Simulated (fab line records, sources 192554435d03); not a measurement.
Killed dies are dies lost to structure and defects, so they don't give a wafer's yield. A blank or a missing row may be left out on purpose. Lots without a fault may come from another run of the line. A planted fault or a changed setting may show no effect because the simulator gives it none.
fab line records | flow n5_finfet
record lots=7 wafers=39
route steps=1938 shown FIN_SAQP@138 SD_EPI_N@288 SD_EPI_P@321 SD_ACTIVATION@330
start_h: hours from the record's first day to the start of the lot's first wafer shown | wait_h: hours since the lot's step before | " the same as in the row above | L1.1+2: a row that stands for several wafers | - no value, or no start given | * or withheld: withheld | < > ~ a bound
route shown NAME@n: a module of which the file shows steps, and the number in the route of the first | usual: mean/standard deviation of fault-free wafers | same: alike in all rows | chamber/n: place in a boat | sites: the reading at each site | _std_site: their standard deviation | _edge_site: outer sites' mean less inner sites' | radius_mm: how far each site lies from the wafer's centre | mask NAME#n: copy n | behind: the tool/chamber that last shaped the wafer | hold: why the lot was held/for how many hours/how that ended | device: the transistor (n, p or np) that didn't switch | end of line: the same wafers' tests at the end of the route | a step without rows: its recipe alone | killed: dies lost to structure and defects at the first sort, not the wafer's yield | map: a wafer's dies, x killed, . not, _ none there
set.NAME: the setting as run; set.NAME@STEP: as run at that earlier step | model.NAME: the simulator's own value behind a step, which no gauge read
lots whose settings were changed on purpose; a table a step, a row a wafer
## steps
# step N5_FIN_SAQP_SPACER2_ALD_28
# recipe material=SiO2 target_thk_a=81 temp_c=300 ald_precursor_family=BDEAS ald_co_reactant=O2-plasma pulse_time_s=1 purge_time_s=2 co_reactant_purge_time_s=2 pressure_torr=2
# columns lot.wafer tool chamber start_h wait_h set.target_thk_a model.SiO2_of_FIN_SAQP_SPACER2_ALD_28.thk_nm
L074.1+2+3+4+5+6 ald_sin-02 3,1,0,2,3,2 25.38 0.1 81 8.2
L075.1+3 ald_sin-02 1,0 32.87 0.1 81 8
L075.2+4+5 " 3,2,2 " " 93.81 9.4
L075.6 " 3 " " 81 8.2
L077.1+4 ald_sin-04 1,2 45.18 0.1 81 8.2
L077.2+3+5 " 0,3,1 " " 35.44 3.6
L077.6 " 2 " " 81 8
L078.1+2+3+4+5+6 ald_sin-01 0,2,3,1,3,0 48.69 0.1 81 8.2
L079.2 ald_sin-04 2 54.76 0.1 81 8.2
L079.5+6 " 2,3 " " 81 8
L089.1+2+6 ald_sin-01 2,0,1 115.56 0.1 63.9 6.4
L089.3+5 " 1,0 " " 81 8.2
L089.4 " 3 " " 81 8
L097.1+6 ald_sin-04 2 164.43 0.1 81 8
L097.2 " 3 " " 81 8.2
L097.3+4+5 " 0,1,1 " " 103.2 10.4
# step N5_FIN_SAQP_SPACER2_ETCHBACK_29
# recipe chemistry=CHF3/O2 mode=anisotropic_etchback target=SiO2 target_depth_a=122 time_s=6.1 pressure_mtorr=30 source_w=650 bias_w=170 Ar_flow_sccm=200 CHF3_flow_sccm=50 O2_flow_sccm=5 ion_energy_ev=200
# step N5_FIN_SAQP_MANDREL2_REMOVE_60
# recipe chemistry=HBr/Cl2/O2 bt_time_s=10 target=a-Si stop_on=SiNx endpoint=OES-SiCl over_etch_frac=1 icp_w=600 bias_w=22 HBr_flow_sccm=150 Cl2_flow_sccm=80 O2_flow_sccm=5 pressure_mtorr=10
# columns lot.wafer tool chamber start_h wait_h set.target_thk_a@FIN_SAQP_SPACER2_ALD_28 model.FIN_SAQP.cd_nm
L074.1+4+6 rie_si-04 0,1,1 25.83 0.1 81 8.2
L074.2+3+5 " 2,3,0 " " 81 8
L075.1 rie_si-06 2 33.28 0.1 81 8
L075.2+4+5 " 3,1,2 " " 93.81 9.4
L075.3+6 " 0,3 " " 81 8.2
L077.1+4 rie_si-05 1,0 45.60 0.1 81 8
L077.2 " 2 " " 35.44 3.6
L077.3+5 " 3,0 " " 35.44 3.4
L077.6 " 3 " " 81 8.2
L078.1+2+3+4+5+6 rie_si-05 1,2,3,1,2,3 49.10 0.1 81 8.2
L079.2+5+6 rie_si-05 1,3,1 55.18 0.1 81 8
L089.1 rie_si-06 2 115.99 0.1 63.9 6.2
L089.2+6 " 3,1 " " 63.9 6.4
L089.3+5 " 0,2 " " 81 8
L089.4 " 1 " " 81 8.2
L097.1+2+6 rie_si-05 0,2,0 164.88 0.1 81 8
L097.3+4+5 " 3,1,3 " " 103.2 10.2
# step N5_FIN_SAQP_CD_MEAS_31
# recipe target_cd_nm=8 landing_energy_ev=1000 detector=se_inlens polarity=line
# usual cd_nm=8.08/0.21
# columns lot.wafer tool chamber start_h wait_h set.target_thk_a@FIN_SAQP_SPACER2_ALD_28 cd_nm
L074.1 cd_sem-02 0 25.94 0.1 81 8.15
L074.2 " 0 " " 81 8.20
L074.3 " 0 " " 81 8.19
L074.4 " 0 " " 81 8.47
L074.5 " 0 " " 81 8.12
L074.6 " 0 " " 81 8.18
L075.1 cd_sem-01 0 33.39 0.1 81 8.08
L075.2 " 0 " " 93.81 9.69
L075.3 " 0 " " 81 8.40
L075.4 " 0 " " 93.81 9.57
L075.5 " 0 " " 93.81 9.52
L075.6 " 0 " " 81 8.21
L077.1 cd_sem-01 0 45.71 0.1 81 8.15
L077.2 " 0 " " 35.44 3.99
L077.3 " 0 " " 35.44 3.54
L077.4 " 0 " " 81 8.14
L077.5 " 0 " " 35.44 3.42
L077.6 " 0 " " 81 8.06
L078.1 cd_sem-02 0 49.21 0.1 81 8.11
L078.2 " 0 " " 81 8.28
L078.3 " 0 " " 81 8.03
L078.4 " 0 " " 81 7.90
L078.5 " 0 " " 81 8.02
L078.6 " 0 " " 81 8.07
L079.2 cd_sem-02 0 55.29 0.1 81 8.11
L079.5 " 0 " " 81 7.96
L079.6 " 0 " " 81 8.31
L089.1 cd_sem-01 0 116.10 0.1 63.9 5.94
L089.2 " 0 " " 63.9 6.58
L089.3 " 0 " " 81 7.92
L089.4 " 0 " " 81 8.15
L089.5 " 0 " " 81 7.94
L089.6 " 0 " " 63.9 6.70
L097.1 cd_sem-01 0 164.99 0.1 81 8.00
L097.2 " 0 " " 81 7.93
L097.3 " 0 " " 103.2 10.66
L097.4 " 0 " " 103.2 10.67
L097.5 " 0 " " 103.2 9.93
L097.6 " 0 " " 81 7.60
# step N5_FIN_SAQP_HM_OPEN_33
# recipe chemistry=CH3F/O2 target=SiNx mask_material=SiO2 target_depth_a=494 time_s=70.6 pressure_mtorr=30 source_w=395 bias_w=73 Ar_flow_sccm=150 CH3F_flow_sccm=30 O2_flow_sccm=20 ion_energy_ev=120 ends=cleared
# step N5_FIN_SAQP_ETCH_34
# recipe chemistry=C4F6/O2 target=SiO2 target_depth_a=450 time_s=15 ion_energy_ev=250 pressure_mtorr=30 source_w=345 bias_w=185 Ar_flow_sccm=300 C4F6_flow_sccm=10 O2_flow_sccm=10 ends=cleared
# step N5_FIN_SAQP_STRIP_77
# recipe chemistry=N2/H2 time_s=90 power_w=100 temp_c=40 pressure_mtorr=100 rf_frequency_hz=6e+07 bias_power_w=3 n2_flow_sccm=300 h2_flow_sccm=300
# step N5_FIN_SAQP_HM_CD_35
# recipe target_cd_nm=8 polarity=line
# usual cd_nm=8.10/0.22
# columns lot.wafer tool chamber start_h wait_h set.target_thk_a@FIN_SAQP_SPACER2_ALD_28 cd_nm
L074.1 cd_sem-02 - 26.35 0.1 81 8.14
L074.2 " - " " 81 7.99
L074.3 " - " " 81 8.07
L074.4 " - " " 81 8.44
L074.5 " - " " 81 8.38
L074.6 " - " " 81 8.09
L075.1 cd_sem-01 - 33.66 0.1 81 7.75
L075.2 " - " " 93.81 9.50
L075.3 " - " " 81 8.03
L075.4 " - " " 93.81 9.36
L075.5 " - " " 93.81 9.15
L075.6 " - " " 81 7.84
L077.1 cd_sem-02 - 46.07 0.1 81 7.92
L077.2 " - " " 35.44 3.32
L077.3 " - " " 35.44 3.41
L077.4 " - " " 81 8.02
L077.5 " - " " 35.44 3.56
L077.6 " - " " 81 8.08
L078.1 cd_sem-03 - 49.47 0.1 81 8.15
L078.2 " - " " 81 7.99
L078.3 " - " " 81 7.95
L078.4 " - " " 81 7.73
L078.5 " - " " 81 8.13
L078.6 " - " " 81 7.43
L079.2 cd_sem-01 - 55.55 0.1 81 8.41
L079.5 " - " " 81 8.16
L079.6 " - " " 81 8.05
L089.1 cd_sem-02 - 116.44 0.1 63.9 6.22
L089.2 " - " " 63.9 6.30
L089.3 " - " " 81 8.31
L089.4 " - " " 81 8.18
L089.5 " - " " 81 7.95
L089.6 " - " " 63.9 6.81
L097.1 cd_sem-02 - 165.48 0.1 81 8.08
L097.2 " - " " 81 8.09
L097.3 " - " " 103.2 10.32
L097.4 " - " " 103.2 10.33
L097.5 " - " " 103.2 10.15
L097.6 " - " " 81 8.20
# step N5_FIN_SAQP_ETCH_64
# recipe chemistry=CF4 target=SiO2 target_depth_a=15 ion_energy_ev=350 pressure_mtorr=10 icp_w=800 bias_w=400 cf4_flow_sccm=80
# step N5_FIN_SAQP_FIN_ETCH_36
# recipe chemistry=HBr/Cl2/O2 target_depth_a=1200 mask_material=SiNx time_s=50.4 bias_w=102 pressure_mtorr=10 icp_w=800 HBr_flow_sccm=150 Cl2_flow_sccm=80 O2_flow_sccm=12
# step N5_FIN_SAQP_CD_MEAS_37
# recipe target_cd_nm=8 polarity=line
# usual cd_nm=8.12/0.25
# columns lot.wafer tool chamber start_h wait_h set.target_thk_a@FIN_SAQP_SPACER2_ALD_28 cd_nm
L074.1 cd_sem-02 - 26.54 0.1 81 7.85
L074.2 " - " " 81 8.15
L074.3 " - " " 81 7.87
L074.4 " - " " 81 8.41
L074.5 " - " " 81 8.35
L074.6 " - " " 81 8.40
L075.1 cd_sem-01 - 33.84 0.1 81 8.15
L075.2 " - " " 93.81 9.25
L075.3 " - " " 81 8.06
L075.4 " - " " 93.81 9.36
L075.5 " - " " 93.81 9.28
L075.6 " - " " 81 7.95
L077.1 cd_sem-02 - 46.26 0.1 81 7.70
L077.2 " - " " 35.44 3.08
L077.3 " - " " 35.44 3.26
L077.4 " - " " 81 8.18
L077.5 " - " " 35.44 2.92
L077.6 " - " " 81 8.09
L078.1 cd_sem-02 - 49.66 0.1 81 8.20
L078.2 " - " " 81 7.90
L078.3 " - " " 81 7.81
L078.4 " - " " 81 8.27
L078.5 " - " " 81 8.15
L078.6 " - " " 81 8.21
L079.2 cd_sem-03 - 55.74 0.1 81 8.43
L079.5 " - " " 81 8.27
L079.6 " - " " 81 8.21
L089.1 cd_sem-03 - 116.63 0.1 63.9 6.52
L089.2 " - " " 63.9 6.27
L089.3 " - " " 81 8.33
L089.4 " - " " 81 7.84
L089.5 " - " " 81 7.55
L089.6 " - " " 63.9 6.44
L097.1 cd_sem-03 - 165.67 0.1 81 7.83
L097.2 " - " " 81 8.15
L097.3 " - " " 103.2 10.29
L097.4 " - " " 103.2 10.11
L097.5 " - " " 103.2 10.59
L097.6 " - " " 81 8.79
# step N5_SD_EPI_N_EPI_21
# recipe material=Si:P dopant=P temp_c=680 pressure_torr=255 time_s=690
# columns lot.wafer tool chamber start_h wait_h set.time_s model.Si-P_of_SD_EPI_N_EPI_21.thk_nm
L074.1+5 epi_rpcvd-03 0 51.59 0.1 920.8 71.4
L074.2 " 0 " " 920.8 71.6
L074.3 " 0 " " 690 58.2
L074.4 " 0 " " 690 58.6
L074.6 " 0 " " 690 58
L075.1 epi_rpcvd-03 0 58.69 0.1 806.7 64
L075.2 " 0 " " 690 59.4
L075.3 " 0 " " 806.7 65
L075.4 " 0 " " 806.7 65.4
L075.5 " 0 " " 690 58.4
L075.6 " 0 " " 690 58.2
L077.1 epi_rpcvd-02 0 70.66 0.1 390.2 35.4
L077.2 " 0 " " 390.2 36
L077.3 " 0 " " 390.2 35.6
L077.4 " 0 " " 690 58.2
L077.5 " 0 " " 690 58.8
L077.6 " 0 " " 690 57.6
L078.1 epi_rpcvd-02 0 74.73 0.2 1022 76.8
L078.2 " 0 " " 1022 77.8
L078.3 " 0 " " 690 58
L078.4 " 0 " " 1022 78.2
L078.5 " 0 " " 690 58.4
L078.6 " 0 " " 690 58.6
L079.2 epi_rpcvd-02 0 81.16 0.4 690 58.8
L079.5 " 0 " " 690 58.6
L079.6 " 0 " " 690 59
L089.1+4 epi_rpcvd-01 0 139.75 0.1 690 58.8
L089.2 " 0 " " 1061 80.2
L089.3 " 0 " " 1061 79.6
L089.5 " 0 " " 690 59.6
L089.6 " 0 " " 1061 81
L097.1 epi_rpcvd-03 0 193.45 0.1 690 58.6
L097.2 " 0 " " 690 59.2
L097.3+6 " 0 " " 363.7 33.2
L097.4 " 0 " " 363.7 33.4
L097.5 " 0 " " 690 57.4
# step N5_SD_EPI_N_EPI_MEAS_23
# recipe mode=xrd
# usual thk_nm=58.9/1.2
# columns lot.wafer tool chamber start_h wait_h set.time_s@SD_EPI_N_EPI_21 thk_nm
L074.1 film_metro-02 - 53.31 1.4 920.8 70.2
L074.2 " - " " 920.8 73.0
L074.3 " - " " 690 59.8
L074.4 " - " " 690 57.7
L074.5 " - " " 920.8 71.9
L074.6 " - " " 690 58.3
L075.1 film_metro-02 - 60.40 1.4 806.7 64.5
L075.2 " - " " 690 59.5
L075.3 " - " " 806.7 63.5
L075.4 " - " " 806.7 66.7
L075.5 " - " " 690 59.3
L075.6 " - " " 690 57.8
L077.1 film_metro-01 - 72.37 1.5 390.2 36.6
L077.2 " - " " 390.2 34.6
L077.3 " - " " 390.2 36.7
L077.4 " - " " 690 60.3
L077.5 " - " " 690 59.1
L077.6 " - " " 690 57.5
L078.1 film_metro-02 - 77.01 1.9 1022 74.9
L078.2 " - " " 1022 76.3
L078.3 " - " " 690 58.3
L078.4 " - " " 1022 79.1
L078.5 " - " " 690 56.8
L078.6 " - " " 690 56.9
L079.2 film_metro-01 - 82.60 1.2 690 58.2
L079.5 " - " " 690 59.0
L079.6 " - " " 690 59.5
L089.1 film_metro-01 - 141.48 1.5 690 57.8
L089.2 " - " " 1061 80.5
L089.3 " - " " 1061 80.1
L089.4 " - " " 690 59.3
L089.5 " - " " 690 60.3
L089.6 " - " " 1061 81.6
L097.1 film_metro-01 - 195.18 1.5 690 59.6
L097.2 " - " " 690 59.6
L097.3 " - " " 363.7 34.8
L097.4 " - " " 363.7 33.7
L097.5 " - " " 690 56.7
L097.6 " - " " 363.7 32.8
# step N5_SD_EPI_N_PRECLEAN_24
# recipe chemistry=O3/DIW time_s=60 temp_c=22 o3_ppm=10
# columns lot.wafer tool chamber start_h wait_h set.time_s@SD_EPI_N_EPI_21 model.Si-P_of_SD_EPI_N_EPI_21.thk_nm
L074.1 wet_bench-04 3 53.35 0.0 920.8 71
L074.2 " 5 " " 920.8 71.2
L074.3 " 2 " " 690 57.8
L074.4 " 4 " " 690 58.2
L074.5 " 1 " " 920.8 70.8
L074.6 " 6 " " 690 57.6
L075.1 wet_bench-01 6 60.44 0.0 806.7 63.6
L075.2 " 1 " " 690 59
L075.3 " 0 " " 806.7 64.6
L075.4 " 3 " " 806.7 65
L075.5 " 7 " " 690 58
L075.6 " 2 " " 690 57.8
L077.1 wet_bench-04 6 72.41 0.0 390.2 35.2
L077.2 " 7 " " 390.2 35.8
L077.3 " 5 " " 390.2 35.4
L077.4 " 2 " " 690 57.8
L077.5 " 0 " " 690 58.4
L077.6 " 1 " " 690 57.2
L078.1 wet_bench-01 5 77.05 0.0 1022 76.4
L078.2 " 0 " " 1022 77.4
L078.3 " 1 " " 690 57.6
L078.4 " 3 " " 1022 77.6
L078.5 " 4 " " 690 58
L078.6 " 2 " " 690 58.2
L079.2 wet_bench-01 4 82.63 0.0 690 58.4
L079.5 " 1 " " 690 58.2
L079.6 " 7 " " 690 58.6
L089.1+4 wet_bench-04 4,3 141.53 0.0 690 58.4
L089.2 " 6 " " 1061 79.8
L089.3 " 5 " " 1061 79
L089.5 " 7 " " 690 59.2
L089.6 " 2 " " 1061 80.4
L097.1 wet_bench-02 3 195.22 0.0 690 58.2
L097.2 " 7 " " 690 58.8
L097.3 " 1 " " 363.7 33
L097.4 " 2 " " 363.7 33.2
L097.5 " 0 " " 690 57
L097.6 " 6 " " 363.7 32.8
# step N5_SD_EPI_P_EPI_21
# recipe material=SiGe:B dopant=B temp_c=550 pressure_torr=20 ambient=H2 time_s=355
# columns lot.wafer tool chamber start_h wait_h set.time_s model.SiGe-B_of_SD_EPI_P_EPI_21.thk_nm
L074.1 epi_rpcvd-01 0 56.08 0.2 559.7 81.8
L074.2+5 " 0 " " 355 60.4
L074.3 " 0 " " 355 59.8
L074.4 " 0 " " 559.7 81.4
L074.6 " 0 " " 559.7 82.4
L075.1+6 epi_rpcvd-01 0 62.74 0.1 466.9 72.6
L075.2 " 0 " " 355 60.8
L075.3+5 " 0 " " 355 60.6
L075.4 " 0 " " 466.9 73.6
L077.1 epi_rpcvd-04 0 74.74 0.1 355 60.2
L077.2 " 0 " " 355 60
L077.3 " 0 " " 528.4 78.8
L077.4 " 0 " " 355 59.8
L077.5 " 0 " " 528.4 79.2
L077.6 " 0 " " 528.4 79.4
L078.1 epi_rpcvd-04 0 79.59 0.1 475.3 74.8
L078.2 " 0 " " 355 60.4
L078.3 " 0 " " 475.3 74.6
L078.4 " 0 " " 355 61
L078.5 " 0 " " 355 61.2
L078.6 " 0 " " 475.3 74.2
L079.2 epi_rpcvd-01 0 86.31 0.5 355 60.4
L079.5+6 " 0 87.39 1.5 355 60.8
L089.1 epi_rpcvd-03 0 144.00 0.2 261.8 48.8
L089.2 " 0 " " 355 61
L089.3 " 0 " " 355 60.2
L089.4 " 0 " " 355 61.2
L089.5 " 0 " " 261.8 48.2
L089.6 " 0 " " 261.8 48.6
L097.1 epi_rpcvd-04 0 197.78 0.1 176 33.2
L097.2 " 0 " " 355 61.2
L097.3 " 0 " " 176 33
L097.4 " 0 " " 176 32.8
L097.5 " 0 " " 355 61.6
L097.6 " 0 " " 355 60.6
# step N5_SD_EPI_P_EPI_MEAS_23
# recipe mode=xrd
# usual thk_nm=61.0/1.2
# columns lot.wafer tool chamber start_h wait_h set.time_s@SD_EPI_P_EPI_21 thk_nm
L074.1 film_metro-02 - 59.00 2.4 559.7 80.9
L074.2 " - " " 355 58.3
L074.3 " - " " 355 60.7
L074.4 " - " " 559.7 80.6
L074.5 " - " " 355 61.4
L074.6 " - " " 559.7 83.0
L075.1 film_metro-02 - 64.93 1.8 466.9 72.0
L075.2 " - " " 355 62.0
L075.3 " - " " 355 59.4
L075.4 " - " " 466.9 73.8
L075.5 " - " " 355 59.9
L075.6 " - " " 466.9 71.3
L077.1 film_metro-01 - 76.93 1.8 355 60.8
L077.2 " - " " 355 60.2
L077.3 " - " " 528.4 77.7
L077.4 " - " " 355 59.8
L077.5 " - " " 528.4 80.2
L077.6 " - " " 528.4 81.3
L078.1 film_metro-02 - 81.79 1.8 475.3 73.5
L078.2 " - " " 355 59.5
L078.3 " - " " 475.3 75.3
L078.4 " - " " 355 61.2
L078.5 " - " " 355 62.2
L078.6 " - " " 475.3 74.8
L079.2 film_metro-02 - 88.14 1.5 355 60.6
L079.5 " - " " 355 62.2
L079.6 " - " " 355 59.7
L089.1 film_metro-01 - 146.92 2.5 261.8 49.9
L089.2 " - " " 355 59.8
L089.3 " - " " 355 60.6
L089.4 " - " " 355 60.6
L089.5 " - " " 261.8 49.0
L089.6 " - " " 261.8 48.1
L097.1 film_metro-01 - 199.98 1.9 176 32.9
L097.2 " - " " 355 59.9
L097.3 " - " " 176 32.5
L097.4 " - " " 176 32.5
L097.5 " - " " 355 60.2
L097.6 " - " " 355 60.8
# step N5_SD_EPI_P_HM_STRIP_48
# recipe chemistry=H3PO4 temp_c=160 material=SiNx target=SiNx target_depth_a=30 overetch_fraction=0.3
# step N5_SD_EPI_P_SRD_49
# recipe dry=ipa_marangoni time_s=30 temp_c=23 rinse_liquid=diw
# step N5_SD_ACTIVATION_RTA_00
# recipe temp_c=975 time_s=0 ambient=N2 idle_temp_c=600 ramp_up_c_per_s=150 ramp_down_c_per_s=60 cool_to_c=600
# step N5_SD_ACTIVATION_LSA_01
# recipe temp_c=1080 time_s=0.0008 ambient=N2
# step N5_SD_ACTIVATION_RS_MEAS_03
# recipe thk_meas_gauge=four-point-probe
# usual RS_SD_N=21.99/0.27 RS_SD_P=56.1/1.1
# columns lot.wafer tool chamber start_h wait_h set.time_s@SD_EPI_N_EPI_21 set.time_s@SD_EPI_P_EPI_21 RS_SD_N[ohm/sq] RS_SD_P[ohm/sq]
L074.1 film_metro-01 - 59.60 0.2 920.8 559.7 18.18 42.1
L074.2 " - " " 920.8 355 18.35 56.6
L074.3 " - " " 690 355 22.39 57.7
L074.4 " - " " 690 559.7 22.26 42.2
L074.5 " - " " 920.8 355 18.11 57.0
L074.6 " - " " 690 559.7 22.43 41.6
L075.1 film_metro-02 - 65.72 0.2 806.7 466.9 20.12 46.5
L075.2 " - " " 690 355 21.77 55.3
L075.3 " - " " 806.7 355 19.80 55.7
L075.4 " - " " 806.7 466.9 19.71 45.5
L075.5 " - " " 690 355 22.24 55.5
L075.6 " - " " 690 466.9 22.10 46.4
L077.1 film_metro-02 - 77.54 0.2 390.2 355 36.76 56.5
L077.2 " - " " 390.2 355 35.94 56.5
L077.3 " - " " 390.2 528.4 36.76 42.8
L077.4 " - " " 690 355 22.38 56.8
L077.5 " - " " 690 528.4 22.20 42.6
L077.6 " - " " 690 528.4 22.51 42.9
L078.1 film_metro-02 - 82.40 0.2 1022 475.3 16.89 46.3
L078.2 " - " " 1022 355 16.64 56.8
L078.3 " - " " 690 475.3 22.27 46.5
L078.4 " - " " 1022 355 16.57 57.2
L078.5 " - " " 690 355 22.21 56.5
L078.6 " - " " 690 475.3 21.96 47.0
L079.2 film_metro-02 - 88.77 0.2 690 355 22.00 56.9
L079.5 " - " " 690 355 22.09 55.9
L079.6 " - " " 690 355 21.83 56.3
L089.1 film_metro-02 - 147.54 0.2 690 261.8 22.13 69.7
L089.2 " - " " 1061 355 16.13 55.5
L089.3 " - " " 1061 355 16.11 55.9
L089.4 " - " " 690 355 21.79 55.4
L089.5 " - " " 690 261.8 21.79 70.4
L089.6 " - " " 1061 261.8 16.03 70.4
L097.1 film_metro-01 - 200.59 0.2 690 176 21.96 101.7
L097.2 " - " " 690 355 21.68 54.5
L097.3 " - " " 363.7 176 38.84 102.5
L097.4 " - " " 363.7 176 38.57 102.2
L097.5 " - " " 690 355 22.35 54.4
L097.6 " - " " 363.7 355 38.76 55.1
## key
split step=N5_FIN_SAQP_SPACER2_ALD_28 setting=target_thk_a stated=81 by=wafer
response step=N5_FIN_SAQP_SPACER2_ALD_28 reading=model.SiO2_of_FIN_SAQP_SPACER2_ALD_28.thk_nm change=+0.0817 per=1% r=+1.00
response step=N5_FIN_SAQP_MANDREL2_REMOVE_60 reading=model.FIN_SAQP.cd_nm change=+0.0815 per=1% r=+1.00
response step=N5_FIN_SAQP_CD_MEAS_31 reading=cd_nm change=+0.0818 per=1% r=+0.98
response step=N5_FIN_SAQP_HM_CD_35 reading=cd_nm change=+0.0813 per=1% r=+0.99
response step=N5_FIN_SAQP_CD_MEAS_37 reading=cd_nm change=+0.0832 per=1% r=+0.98
split step=N5_SD_EPI_N_EPI_21 setting=time_s stated=690 by=wafer
response step=N5_SD_EPI_N_EPI_21 reading=model.Si-P_of_SD_EPI_N_EPI_21.thk_nm change=+0.445 per=1% r=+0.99
response step=N5_SD_EPI_N_EPI_MEAS_23 reading=thk_nm change=* per=1% r=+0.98
response step=N5_SD_EPI_N_PRECLEAN_24 reading=model.Si-P_of_SD_EPI_N_EPI_21.thk_nm change=+0.443 per=1% r=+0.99
response step=N5_SD_ACTIVATION_RS_MEAS_03 reading=RS_SD_N shape=bent at_lowest=38.72 at_stated=22.11 at_highest=16.09
split step=N5_SD_EPI_P_EPI_21 setting=time_s stated=355 by=wafer
response step=N5_SD_EPI_P_EPI_21 reading=model.SiGe-B_of_SD_EPI_P_EPI_21.thk_nm change=+0.431 per=1% r=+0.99
response step=N5_SD_EPI_P_EPI_MEAS_23 reading=thk_nm change=* per=1% r=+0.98
response step=N5_SD_ACTIVATION_RS_MEAS_03 reading=RS_SD_P shape=bent at_lowest=102.1 at_stated=56.1 at_highest=42.0
